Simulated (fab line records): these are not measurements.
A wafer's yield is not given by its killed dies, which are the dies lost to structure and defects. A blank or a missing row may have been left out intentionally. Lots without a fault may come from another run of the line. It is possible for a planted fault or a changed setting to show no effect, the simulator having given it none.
fab line records	flow n5Finfet
[record] lots = 12	wafers = 36	lastDay = 19
route steps=1938 shown GATE_CUT@497 TV_LITHO@1884 PAD_METAL@1893 PASSIVATION@1936
lots with no fault: from the same line, run without faults
startH: hours from the record's opening day to when the first of the lot's shown wafers began	waitH: how many hours have passed since the lot's step before this one	" as in the row above	L1.1+2: a single row standing in for several wafers	- no value, or no start given	* or withheld: withheld	< > ~ a bound
route shown NAME@n: NAME is a module with steps in the file, n the number in the route of the first one	usual: mean/standard deviation of fault-free wafers	same: alike in all rows	chamber/n: place in a boat	sites: per-site readings	_std_site: standard deviation across them	_edge_site: inner sites' mean taken away from outer sites' mean	radiusMm: for every site, how far away it sits from the centre of the wafer	mask NAME#n: copy n	behind: the last tool/chamber to shape the wafer	hold: cause of the lot's hold/its duration in hours/its outcome	device: the n, p or np transistor that did not switch	end of line: at the end of the route, the tests of the same wafers	step lacking rows: just its recipe	killed: count of dies lost to structure and defects at first sort (not the wafer's yield)	map: shows each die of a wafer: x if killed, . if not, _ if none is there
set.NAME: the setting as run; set.NAME@STEP: as run at that earlier step	model.NAME: the simulator's own value behind a step, which no gauge read
route steps across a sampled set of lots; one table per step, one row per wafer
services: a tool's chamber out of use, with start hour (startH, from the record's first day; less than 0 if before it), hours out, and reason
[[steps]]
[step N5_GATE_CUT_STRIP_41]
[recipe] chemistry = CF4	resist = SiARC	powerW = 300	biasPowerW = 75	pressureMtorr = 50	cf4FlowSccm = 150	rfFrequencyHz = 6e+07
[usual] drypumpMotorCurrentA = 5.7/0.54	oesProductAu = 0.185/0.018	rfVppV = 271.2/1.4	showerheadPlenumPTorr = 1.80/0.052	throttleValvePct = 13.55/0.26
lot.wafer	tool	chamber	startH	waitH	drypumpMotorCurrentA	oesProductAu	rfHoursCounterH	rfVppV	showerheadPlenumPTorr	throttleValvePct
L566.2	rieDiel-03	2	87.67	0.0	5.1	0.189	60	272.5	1.80	13.32
L566.5	"	3	"	"	4.7	0.185	-	270.7	1.73	13.48
L566.6	"	2	"	"	5.0	0.194	-	272.0	1.80	13.34
L567.2	rieDiel-06	1	91.46	0.0	5.2	0.160	241	272.1	1.84	14.09
L567.4	"	3	"	"	5.9	0.180	121	272.1	1.82	13.49
L567.5	"	1	"	"	5.2	0.157	-	271.9	1.84	14.11
L568.2	rieDiel-03	0	99.18	0.0	5.5	0.165	250	272.7	1.84	13.92
L568.4	"	2	"	"	5.1	0.190	63	272.0	1.80	13.33
L568.6	"	0	"	"	5.5	0.161	-	273.0	1.84	13.95
L571.1	rieDiel-03	3	112.81	0.0	4.7	0.183	110	269.5	1.72	13.50
L571.4	"	3	"	"	4.7	0.180	-	269.4	1.72	13.51
L571.5	"	2	"	"	5.1	0.186	-	271.8	1.80	13.35
L573.3	rieDiel-06	0	127.40	0.0	6.6	0.222	16	272.0	1.85	13.03
L573.5	"	0	"	"	6.6	0.221	-	272.4	1.85	13.01
L573.6	"	2	"	"	6.0	0.177	-	273.0	1.87	13.58
L579.4	rieDiel-06	2	164.31	0.0	5.9	0.171	152	271.3	1.87	13.61
L579.5	"	0	"	"	6.6	0.218	-	272.7	1.84	13.05
L579.6	"	3	"	"	5.9	0.182	-	270.3	1.81	13.55
L580.2	rieDiel-06	1	172.49	0.0	5.2	0.213	8	270.3	1.83	13.53
L580.3	"	0	"	"	6.6	0.223	30	271.8	1.84	13.08
L580.4	"	2	"	"	6.0	0.181	-	273.6	1.87	13.63
L581.1	rieDiel-01	1	173.62	0.0	5.8	0.165	188	269.4	1.73	13.81
L581.5	"	0	"	"	6.1	0.162	-	270.8	1.80	13.84
L581.6	"	1	"	"	5.8	0.167	-	268.4	1.73	13.79
L583.1	rieDiel-03	3	190.31	0.0	4.7	0.181	136	270.7	1.72	13.53
L583.2	"	2	"	"	5.1	0.191	93	272.5	1.79	13.42
L583.4	"	1	"	"	5.0	0.184	99	269.6	1.74	13.76
L585.3	rieDiel-01	1	197.71	0.0	5.8	0.172	195	268.6	1.73	13.82
L585.4	"	3	"	"	6.2	0.199	46	270.7	1.75	13.22
L585.6	"	0	"	"	6.0	0.163	-	271.2	1.80	13.84
L586.1	rieDiel-01	1	205.40	0.0	5.8	0.167	198	269.9	1.72	13.83
L586.2	"	2	"	"	5.8	0.184	109	273.1	1.88	13.64
L586.5	"	3	"	"	6.2	0.204	-	268.6	1.75	13.24
L588.2	rieDiel-01	3	216.51	0.0	6.2	0.199	51	269.9	1.75	13.23
L588.3	"	2	"	"	5.9	0.185	112	272.4	1.88	13.66
L588.6	"	1	"	"	5.8	0.166	-	270.3	1.72	13.82
[step N5_PASSIVATION_OVL_MEAS_60]
[recipe] pointsPerWafer = 44
[usual] TV_OVL = -2/5.2
lot.wafer	tool	chamber	startH	waitH	TV_OVL[nm]
L567.2	overlay-02	0	304.02	0.0	-6
L567.4	"	0	"	"	-7
L567.5	"	0	"	"	-1
L566.2	overlay-01	0	309.72	0.0	-4
L566.5	"	0	"	"	-7
L566.6	"	0	"	"	-2
L568.2	overlay-01	0	330.34	0.0	-11
L568.4	"	0	"	"	-7
L568.6	"	0	"	"	-7
L571.1	overlay-02	0	334.28	0.0	-1
L571.4	"	0	"	"	-5
L571.5	"	0	"	"	-2
L573.3	overlay-02	0	334.73	0.0	-1
L573.5	"	0	"	"	-4
L573.6	"	0	"	"	6
L579.4	overlay-02	0	381.85	0.0	-2
L579.5	"	0	"	"	2
L579.6	"	0	"	"	-1
L580.2	overlay-02	0	400.09	0.0	0
L580.3	"	0	"	"	9
L580.4	"	0	"	"	12
L583.1	overlay-01	0	401.50	0.0	-5
L583.2	"	0	"	"	4
L583.4	"	0	"	"	1
L581.1	overlay-02	0	409.85	0.0	0
L581.5	"	0	"	"	2
L581.6	"	0	"	"	-4
L585.3	overlay-01	0	409.89	0.0	-2
L585.4	"	0	"	"	-1
L585.6	"	0	"	"	-1
L586.1	overlay-02	0	431.64	0.0	7
L586.2	"	0	"	"	-3
L586.5	"	0	"	"	3
L588.2	overlay-02	0	437.60	0.0	-6
L588.3	"	0	"	"	2
L588.6	"	0	"	"	-4
[step N5_PASSIVATION_DEGAS_18]
[recipe] ambient = vacuum	tempC = 300	timeS = 60
[usual] heaterPowerW = 473/45
lot.wafer	tool	chamber	startH	waitH	heaterPowerW
L567.2	pvdSputter-03	-	305.64	0.8	531
L567.4	"	-	"	"	400
L567.5	"	-	"	"	445
L566.2	pvdSputter-03	-	311.14	0.5	446
L566.5	"	-	"	"	519
L566.6	"	-	"	"	444
L568.2	pvdSputter-02	-	331.37	0.3	502
L568.4	"	-	"	"	502
L568.6	"	-	"	"	429
L571.1	pvdSputter-01	-	336.33	0.3	497
L571.4	"	-	"	"	455
L571.5	"	-	"	"	396
L573.3	pvdSputter-01	-	336.67	0.4	468
L573.5	"	-	"	"	470
L573.6	"	-	"	"	468
L579.4	pvdSputter-02	-	382.96	0.3	563
L579.5	"	-	"	"	428
L579.6	"	-	"	"	557
L580.2	pvdSputter-01	-	401.66	0.7	503
L580.3	"	-	"	"	471
L580.4	"	-	"	"	455
L583.1	pvdSputter-01	-	402.84	0.1	495
L583.2	"	-	"	"	465
L583.4	"	-	"	"	409
L581.1	pvdSputter-03	-	412.19	0.9	520
L581.5	"	-	"	"	515
L581.6	"	-	"	"	520
L585.3	pvdSputter-01	-	412.42	0.6	455
L585.4	"	-	"	"	493
L585.6	"	-	"	"	468
L586.1	pvdSputter-03	-	432.79	0.5	461
L586.2	"	-	"	"	403
L586.5	"	-	"	"	398
L588.2	pvdSputter-02	-	439.24	1.0	422
L588.3	"	-	"	"	560
L588.6	"	-	"	"	490
[step N5_PASSIVATION_PROBE_49]
[usual] defectLimitedYield = 91.6/1.4	killed_at_M0_to_M3 = 35/10	killed_at_M4_up = 13/4.8	killedAtContacts = 12/7.2	killedAtFrontEnd = 36/12	killedAtOther = 4/3.1	killedDies = 100/17	killedOpen = 66/13	killedShort = 32/7.3	sort_bin_4_leakage = 0.00/0.0099	sort_bin_5_function = 5.0/0.94	sort_bin_6_memory = 3.1/0.67	sort_bin_8_speed = 0.01/0.047	sortNPass = 1080/17	sortYieldPct = 91.6/1.4
[same] grossDies = 1180	killedAtBackSide = 0
lot.wafer	tool	chamber	startH	waitH	defectLimitedYield[%]	killed_at_M0_to_M3	killed_at_M4_up	killedAtContacts	killedAtFrontEnd	killedAtOther	killedDies	killedOpen	killedShort	sort_bin_4_leakage[%]	sort_bin_5_function[%]	sort_bin_6_memory[%]	sort_bin_8_speed[%]	sortNPass	sortYieldPct[%]
L566.2	prober-01	-	317.24	0.1	91.8	38	8	12	35	4	97	59	38	0	4.1	3.6	0	1083	91.8
L566.5	prober-01	-	317.39	0.2	91.0	41	14	16	35	0	106	76	30	0	5.5	3.5	0	1074	91.0
L566.6	prober-01	-	317.44	0.3	93.1	40	3	11	28	0	82	51	31	0	4.9	1.7	0.08	1097	93.0
L568.2	prober-01	-	347.66	0.1	92.7	40	7	12	25	2	86	55	30	0	4.6	2.4	0	1094	92.7
L568.4	prober-01	-	347.76	0.2	92.7	28	12	9	33	4	86	55	31	0	4.7	2.5	0	1094	92.7
L568.6	prober-01	-	347.86	0.3	90.3	46	14	4	49	2	115	79	35	0	5.8	3.8	0	1065	90.3
L573.3	prober-01	-	356.88	0.1	89.7	32	8	16	65	0	121	83	37	0	5.8	4.0	0	1059	89.7
L573.5	prober-01	-	356.98	0.2	91.5	20	17	20	39	4	100	76	24	0	5.1	3.0	0	1080	91.5
L573.6	prober-01	-	357.03	0.3	91.8	33	19	8	31	6	97	68	29	0	5.7	2.5	0	1083	91.8
L579.4	prober-01	-	389.16	0.2	85.9	25	11	13	111	6	166	50	35	0	8.8	3.3	0	1014	85.9
L579.5	prober-01	-	389.21	0.2	82.4	39	16	7	140	6	208	58	29	0	11.4	4.0	0	972	82.4
L579.6	prober-01	-	389.26	0.3	83.8	26	15	7	139	4	191	60	29	0	10.5	3.7	0	989	83.8
L580.2	prober-02	-	407.22	0.1	87.8	21	15	12	92	4	144	49	23	0	7.3	3.1	0	1036	87.8
L580.3	prober-02	-	407.27	0.1	83.1	26	17	15	139	2	199	55	23	0	10.5	4.0	0	981	83.1
L580.4	prober-02	-	407.32	0.2	86.0	26	19	11	106	3	165	57	29	0	9.2	3.6	0	1015	86.0
L583.1	prober-01	-	409.14	0.0	89.8	60	11	14	34	1	120	80	40	0	5.7	4.2	0	1060	89.8
L583.2	prober-01	-	409.19	0.1	92.7	29	12	13	32	0	86	54	29	0	4.6	2.4	0	1094	92.7
L583.4	prober-01	-	409.29	0.2	89.7	48	22	15	35	1	121	94	27	0	5.3	4.5	0	1059	89.7
L581.1	prober-02	-	418.14	0.0	92.6	20	16	19	28	4	87	64	20	0	4.3	2.8	0.08	1093	92.6
L581.5	prober-02	-	418.34	0.2	91.3	33	8	12	45	5	103	64	36	0	5.2	3.2	0	1077	91.3
L581.6	prober-02	-	418.39	0.3	90.9	33	15	8	39	12	107	77	29	0	5.0	3.6	0	1073	90.9
L585.3	prober-01	-	418.66	0.1	92.1	41	16	5	29	2	93	65	28	0	4.7	3.0	0	1087	92.1
L585.4	prober-01	-	418.71	0.2	91.9	32	15	8	38	3	96	61	34	0	5.0	2.7	0	1084	91.9
L585.6	prober-01	-	418.81	0.3	92.9	28	14	6	34	2	84	56	28	0	3.7	3.1	0	1096	92.9
L586.1	prober-02	-	438.54	0.0	94.6	23	9	6	25	1	64	44	20	0	3.0	1.9	0	1116	94.6
L586.2	prober-02	-	438.59	0.1	93.5	35	10	11	19	2	77	49	28	0	3.4	2.6	0	1103	93.5
L586.5	prober-02	-	438.74	0.2	92.8	38	9	5	31	2	85	56	29	0	3.4	3.6	0	1095	92.8
// killed by level:class
L566.2 FIN_SAQP:geometricParticle:short=11 BEOL_M0_SAQP:geometricParticle:open=10 FIN_SAQP:geometricParticle:open=9 MOL_CONTACT_COAG:geometricParticle:open=9 BEOL_M0_SAQP:geometricParticle:short=7 BEOL_M3:geometricParticle:open=7 DUMMY_GATE:geometricParticle:open=4 BEOL_M2:geometricParticle:open=4
L566.5 MOL_CONTACT_COAG:geometricParticle:open=14 FIN_SAQP:geometricParticle:open=13 BEOL_M2:geometricParticle:open=8 BEOL_M1:geometricParticle:open=6 BEOL_M3:geometricParticle:open=6 BEOL_M0_SAQP:geometricParticle:open=6 BEOL_M5:geometricParticle:open=6 STARTING-WAFER:geometricParticle:short=6
L566.6 MOL_CONTACT_COAG:geometricParticle:open=9 BEOL_M0_SAQP:geometricParticle:short=9 BEOL_M0_SAQP:geometricParticle:open=7 STI_FIN_REVEAL:geometricParticle:open=6 GATE_CUT:geometricParticle:open=6 BEOL_M3:geometricParticle:open=6 FIN_SAQP:geometricParticle:short=5 BEOL_M3:geometricParticle:short=5
L568.2 BEOL_M3:geometricParticle:open=12 BEOL_M2:geometricParticle:open=9 BEOL_M0_SAQP:geometricParticle:short=8 MOL_CONTACT_COAG:geometricParticle:open=7 GATE_CUT:geometricParticle:short=6 FIN_SAQP:geometricParticle:open=5 MOL_CONTACT_COAG:geometricParticle:short=5 BEOL_M0:geometricParticle:open=4
L568.4 STI_FIN_REVEAL:geometricParticle:open=13 BEOL_M2:geometricParticle:open=9 MOL_CONTACT_COAG:geometricParticle:open=7 BEOL_M0_SAQP:geometricParticle:open=6 FIN_SAQP:geometricParticle:short=3 BEOL_M0_SAQP:geometricParticle:short=3 BEOL_M4:geometricParticle:open=3 BEOL_M1:geometricParticle:short=3
L568.6 BEOL_M0_SAQP:geometricParticle:open=15 GATE_CUT:geometricParticle:short=11 BEOL_M5:geometricParticle:open=10 BEOL_M3:geometricParticle:open=9 BEOL_M0_SAQP:geometricParticle:short=8 STI_FIN_REVEAL:geometricParticle:open=7 BEOL_M2:geometricParticle:open=7 FIN_SAQP:geometricParticle:open=5
L573.3 STI_FIN_REVEAL:geometricParticle:open=25 MOL_CONTACT_COAG:geometricParticle:open=13 FIN_SAQP:geometricParticle:open=12 BEOL_M0_SAQP:geometricParticle:short=9 BEOL_M0_SAQP:geometricParticle:open=8 BEOL_M3:geometricParticle:open=6 BEOL_M3:geometricParticle:short=6 STARTING-WAFER:geometricParticle:short=5
L573.5 MOL_CONTACT_COAG:geometricParticle:open=16 STI_FIN_REVEAL:geometricParticle:open=13 BEOL_M4:geometricParticle:open=11 FIN_SAQP:geometricParticle:open=7 FIN_SAQP:geometricParticle:short=6 BEOL_M0_SAQP:geometricParticle:open=6 BEOL_M0_SAQP:geometricParticle:short=5 MOL_CONTACT_COAG:geometricParticle:short=4
L573.6 STI_FIN_REVEAL:geometricParticle:open=10 BEOL_M0_SAQP:geometricParticle:short=10 BEOL_M4:geometricParticle:open=10 BEOL_M0_SAQP:geometricParticle:open=9 MOL_CONTACT_COAG:geometricParticle:open=7 FIN_SAQP:geometricParticle:open=5 BEOL_M3:geometricParticle:open=5 ILD0:geometricParticle:short=4
L579.4 GATE_CUT:unspecified=81 MOL_CONTACT_COAG:geometricParticle:open=10 BEOL_M0_SAQP:geometricParticle:short=9 FIN_SAQP:geometricParticle:short=7 BEOL_M1:geometricParticle:open=6 GATE_CUT:geometricParticle:open=5 FIN_SAQP:geometricParticle:open=4 STI_FIN_REVEAL:geometricParticle:open=3
L579.5 GATE_CUT:unspecified=119 BEOL_M0_SAQP:geometricParticle:open=13 FIN_SAQP:geometricParticle:short=7 BEOL_M0_SAQP:geometricParticle:short=7 BEOL_M1:geometricParticle:open=6 MOL_CONTACT_COAG:geometricParticle:open=6 STI_FIN_REVEAL:geometricParticle:open=5 BEOL_M2:geometricParticle:open=4
L579.6 GATE_CUT:unspecified=102 FIN_SAQP:geometricParticle:open=9 BEOL_M0:geometricParticle:open=8 BEOL_M1:geometricParticle:open=7 MOL_CONTACT_COAG:geometricParticle:open=6 FIN_SAQP:geometricParticle:short=5 STI_FIN_REVEAL:geometricParticle:open=4 DUMMY_GATE:geometricParticle:open=4
L580.2 GATE_CUT:unspecified=72 MOL_CONTACT_COAG:geometricParticle:open=9 BEOL_M0_SAQP:geometricParticle:short=8 BEOL_M1:geometricParticle:open=6 BEOL_M4:geometricParticle:open=6 BEOL_M0_SAQP:geometricParticle:open=4 FIN_SAQP:geometricParticle:open=3 FIN_CUT:geometricParticle:open=3
L580.3 GATE_CUT:unspecified=121 MOL_CONTACT_COAG:geometricParticle:open=15 BEOL_M4:geometricParticle:open=11 BEOL_M0_SAQP:geometricParticle:short=6 BEOL_M0_SAQP:geometricParticle:open=5 FIN_SAQP:geometricParticle:open=4 BEOL_M0:geometricParticle:open=4 BEOL_M2:geometricParticle:open=4
L580.4 GATE_CUT:unspecified=79 BEOL_M4:geometricParticle:open=13 MOL_CONTACT_COAG:geometricParticle:open=10 BEOL_M0_SAQP:geometricParticle:open=9 BEOL_M1:geometricParticle:open=6 FIN_SAQP:geometricParticle:short=5 BEOL_M0_SAQP:geometricParticle:short=4 STARTING-WAFER:geometricParticle:short=4
L583.1 BEOL_M0_SAQP:geometricParticle:open=23 BEOL_M0_SAQP:geometricParticle:short=14 BEOL_M3:geometricParticle:open=11 MOL_CONTACT_COAG:geometricParticle:open=10 STI_FIN_REVEAL:geometricParticle:open=9 BEOL_M3:geometricParticle:short=8 GATE_CUT:geometricParticle:short=5 DUMMY_GATE:geometricParticle:open=4
L583.2 MOL_CONTACT_COAG:geometricParticle:open=11 STI_FIN_REVEAL:geometricParticle:open=10 BEOL_M0_SAQP:geometricParticle:short=10 BEOL_M0_SAQP:geometricParticle:open=5 BEOL_M3:geometricParticle:open=5 STI_FIN_REVEAL:geometricParticle:short=4 FIN_SAQP:geometricParticle:open=3 BEOL_M0:geometricParticle:open=3
L583.4 STI_FIN_REVEAL:geometricParticle:open=15 BEOL_M4:geometricParticle:open=14 MOL_CONTACT_COAG:geometricParticle:open=13 BEOL_M3:geometricParticle:open=12 BEOL_M0_SAQP:geometricParticle:open=10 BEOL_M0_SAQP:geometricParticle:short=9 BEOL_M1:geometricParticle:open=8 FIN_SAQP:geometricParticle:open=5
L581.1 MOL_CONTACT_COAG:geometricParticle:open=15 FIN_SAQP:geometricParticle:open=7 BEOL_M3:geometricParticle:open=7 BEOL_M4:geometricParticle:open=6 STI_FIN_REVEAL:geometricParticle:open=5 BEOL_M0_SAQP:geometricParticle:open=5 SPACER0:geometricParticle:open=4 MOL_CONTACT_COAG:geometricParticle:short=4
L581.5 MOL_CONTACT_COAG:geometricParticle:open=10 BEOL_M2:geometricParticle:open=9 DUMMY_GATE:geometricParticle:open=8 FIN_SAQP:geometricParticle:open=7 FIN_SAQP:geometricParticle:short=7 BEOL_M1:geometricParticle:open=6 BEOL_M3:geometricParticle:open=6 GATE_CUT:geometricParticle:short=5
L581.6 BEOL_M2:geometricParticle:open=10 STARTING-WAFER:geometricParticle:open=8 STI_FIN_REVEAL:geometricParticle:open=7 MOL_CONTACT_COAG:geometricParticle:open=7 BEOL_M4:geometricParticle:open=6 FIN_SAQP:geometricParticle:open=5 FIN_SAQP:geometricParticle:short=4 BEOL_M0_SAQP:geometricParticle:short=4
L585.3 BEOL_M0_SAQP:geometricParticle:open=12 BEOL_M4:geometricParticle:open=9 GATE_CUT:geometricParticle:short=7 BEOL_M0_SAQP:geometricParticle:short=7 BEOL_M1:geometricParticle:open=7 BEOL_M2:geometricParticle:open=6 STI_FIN_REVEAL:geometricParticle:open=5 BEOL_M2:geometricParticle:short=5
L585.4 BEOL_M0_SAQP:geometricParticle:open=8 BEOL_M4:geometricParticle:open=8 FIN_SAQP:geometricParticle:open=7 FIN_SAQP:geometricParticle:short=6 GATE_CUT:geometricParticle:short=6 BEOL_M0_SAQP:geometricParticle:short=5 MOL_CONTACT_COAG:geometricParticle:open=5 BEOL_M2:geometricParticle:open=5
L585.6 STI_FIN_REVEAL:geometricParticle:open=12 BEOL_M1:geometricParticle:open=9 BEOL_M2:geometricParticle:open=7 BEOL_M4:geometricParticle:open=7 MOL_CONTACT_COAG:geometricParticle:open=5 STARTING-WAFER:geometricParticle:short=5 BEOL_M0_SAQP:geometricParticle:short=4 BEOL_M1:geometricParticle:short=4
L586.1 FIN_SAQP:geometricParticle:open=7 FIN_SAQP:geometricParticle:short=6 BEOL_M1:geometricParticle:open=6 MOL_CONTACT_COAG:geometricParticle:open=5 BEOL_M0_SAQP:geometricParticle:open=5 BEOL_M0_SAQP:geometricParticle:short=4 BEOL_M3:geometricParticle:open=3 BEOL_M7:geometricParticle:open=3
L586.2 BEOL_M0_SAQP:geometricParticle:open=11 MOL_CONTACT_COAG:geometricParticle:open=9 FIN_SAQP:geometricParticle:short=5 BEOL_M0_SAQP:geometricParticle:short=5 BEOL_M3:geometricParticle:open=5 BEOL_M2:geometricParticle:open=4 BEOL_M5:geometricParticle:open=4 FIN_SAQP:geometricParticle:open=3
L586.5 BEOL_M0_SAQP:geometricParticle:open=12 BEOL_M2:geometricParticle:open=8 FIN_SAQP:geometricParticle:short=8 BEOL_M0_SAQP:geometricParticle:short=7 FIN_SAQP:geometricParticle:open=4 DUMMY_GATE:geometricParticle:open=4 BEOL_M1:geometricParticle:open=4 BEOL_M5:geometricParticle:open=4
[[services]]
tool	chamber	startH	hours	kind
rieDiel-01	0	99.20	8.2	repair
rieDiel-03	0	99.56	-	clean
rieDiel-03	0	99.56	-	consumableReplace:focusRing
rieDiel-03	0	99.56	32.6	scheduledDown
rieDiel-03	0	99.56	32.6	ventCycle
rieDiel-01	1	103.86	16.6	repair
pvdSputter-03	-	107.51	2.6	repair
pvdSputter-02	-	134.88	5.2	repair
pvdSputter-03	-	139.96	3.3	repair
rieDiel-03	-	143.10	1.2	repair
rieDiel-06	1	151.90	8.1	repair
rieDiel-01	-	164.46	0.3	repair
pvdSputter-02	-	168.67	3.0	repair
rieDiel-06	3	170.12	4.2	repair
rieDiel-06	2	224.10	3.8	repair
rieDiel-03	2	257.70	2.6	repair
pvdSputter-01	-	272.01	0.5	repair
rieDiel-03	-	281.46	14.6	pm
rieDiel-03	0	348.81	7.2	repair
pvdSputter-02	-	375.57	6.0	repair
pvdSputter-03	-	378.12	2.5	repair
rieDiel-06	3	390.17	4.9	repair
rieDiel-01	0	412.31	8.5	repair
pvdSputter-01	-	414.55	1.5	repair
[[key]]
[firstSign] step = N5_PASSIVATION_PROBE_49	reading = killedAtFrontEnd	direction = up	sigmas = 7.1	usual = 36	struck = 121
[effect] step = N5_PASSIVATION_PROBE_49	reading = killedDies	direction = up	sigmas = 4.7	usual = 100	struck = 179
[moreKillsBornAt] N5_GATE_CUT_STRIP_41@rieDiel-06 = 574
metAt N5_GATE_CUT_STRIP_41
struckLots L579,L580
notActingAt N5_PASSIVATION_OVL_MEAS_60,N5_PASSIVATION_DEGAS_18
onsetBetween 127.40 164.31
[fault] kind = chamberParticleSource	tool = rieDiel-06	chamber = -	onsetH = 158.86	steps = N5_GATE_CUT_STRIP_41	ratePerVisitCm2 = 0.69369	endH = 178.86
